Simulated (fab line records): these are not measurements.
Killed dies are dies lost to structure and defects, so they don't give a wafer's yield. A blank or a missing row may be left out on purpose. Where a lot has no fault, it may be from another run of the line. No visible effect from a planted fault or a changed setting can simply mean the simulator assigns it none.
Matching of chambers    flow nand_harc    ald_metal-03 running NHARC_A_CONTACT_ALD_18: 4 sister chambers
The step deposits TiN, target thk 3 nm, pulse time 1 s, ald cycles 150. 4 wafers are shown with their chamber, then 10 later ones without.

== WAFERS WITH THEIR CHAMBER ==
wafer   chamber  heater_power_w (W)
L081.4  0        1157
L090.2  2        1194
L093.2  1        1075
L093.5  3        1170

== WAFERS WHOSE CHAMBER IS MISSING ==
wafer   heater_power_w (W)
L093.6  1175
L094.1  1063
L094.2  1163
L094.6  1224
L094.3  1172
L094.4  1179
L094.5  1085
L097.1  1185
L097.3  1207
L097.6  1195

== WHICH CHAMBER EACH ONE RAN IN ==
wafer   from the rows above           in truth
L093.6  can't be placed: 3 or 0 or 2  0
L094.1  1                             1
L094.2  can't be placed: 0 or 3       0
L094.6  can't be placed: 2 or 3       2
L094.3  can't be placed: 3 or 0 or 2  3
L094.4  can't be placed: 3 or 2 or 0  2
L094.5  1                             1
L097.1  can't be placed: 2 or 3 or 0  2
L097.3  can't be placed: 2 or 3       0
L097.6  can't be placed: 2 or 3       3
Placed correctly: 2 of 10. Cannot be placed on the basis of these rows: 8; the candidates contain the true chamber in 7. 0 placed wrongly.
How it was worked out, from the rows above alone: a wafer's distance from a chamber is the root of the sum, over the readings, of the square of ((its reading less the chamber's mean) divided by the reading's scatter). The wafer belongs to the nearest chamber; if the next one is less than 2 further off, it can't be placed. For every chamber, the mean is computed from those of its wafers that are shown. The scatter (one wafer shown for each chamber): square how far every hidden wafer sits from the nearest shown wafer, average those squares and take the square root.
